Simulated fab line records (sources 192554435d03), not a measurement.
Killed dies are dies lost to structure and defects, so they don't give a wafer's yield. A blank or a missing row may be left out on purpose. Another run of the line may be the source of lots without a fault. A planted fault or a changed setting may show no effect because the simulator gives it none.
Chamber matching ; flow n5-finfet ; N5_BEOL_M4_DEP_57 on pecvd-04 has 3 sister chambers
The step deposits SiCN from 3MS/NH3, target thk 8 nm, time 14 s. 6 wafers are shown with their chamber, then 12 later ones without.

== WAFERS PAIRED WITH THEIR CHAMBERS ==
wafer;chamber;throttle-valve-pct (%);showerhead-plenum-p-Torr (Torr)
L085.4;1;9.3;3.659
L089.6;1;9.2;3.656
L088.3;0;9.0;3.661
L091.2;2;8.1;3.679
L091.5;0;8.8;3.670
L091.6;2;8.3;3.674

== WAFERS WITH NO CHAMBER GIVEN ==
wafer;throttle-valve-pct (%);showerhead-plenum-p-Torr (Torr)
L090.2;9.2;3.659
L090.5;8.2;3.663
L090.6;8.9;3.662
L093.3;9.3;3.654
L093.4;9.4;3.652
L093.6;8.2;3.674
L094.1;9.4;3.653
L094.2;9.2;3.676
L094.6;9.3;3.652
L096.2;8.3;3.670
L096.4;9.4;3.647
L096.5;8.4;3.660

== EACH ONE'S CHAMBER ==
wafer;from the rows above;in truth
L090.2;1;1
L090.5;2;2
L090.6;0;0
L093.3;1;1
L093.4;1;1
L093.6;2;2
L094.1;1;1
L094.2;can't be placed: 0 or 1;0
L094.6;1;1
L096.2;2;2
L096.4;1;1
L096.5;can't be placed: 2 or 0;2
Correctly placed: 10 of 12. Cannot be placed on the basis of these rows: 2; the candidates contain the true chamber in 2. Number placed wrongly: 0.
How it was worked out, from the rows above alone: a wafer's distance from a chamber is the root of the sum, over the readings, of the square of ((its reading less the chamber's mean) divided by the reading's scatter). If the next closest chamber is less than 2 further off than the closest, the wafer can't be placed; otherwise it belongs to the closest. Each chamber's mean is taken over the wafers shown for it. The scatter is the square root of a quotient: the sum, over the shown wafers, of each reading's squared deviation from its chamber's mean, divided by wafers minus chambers.
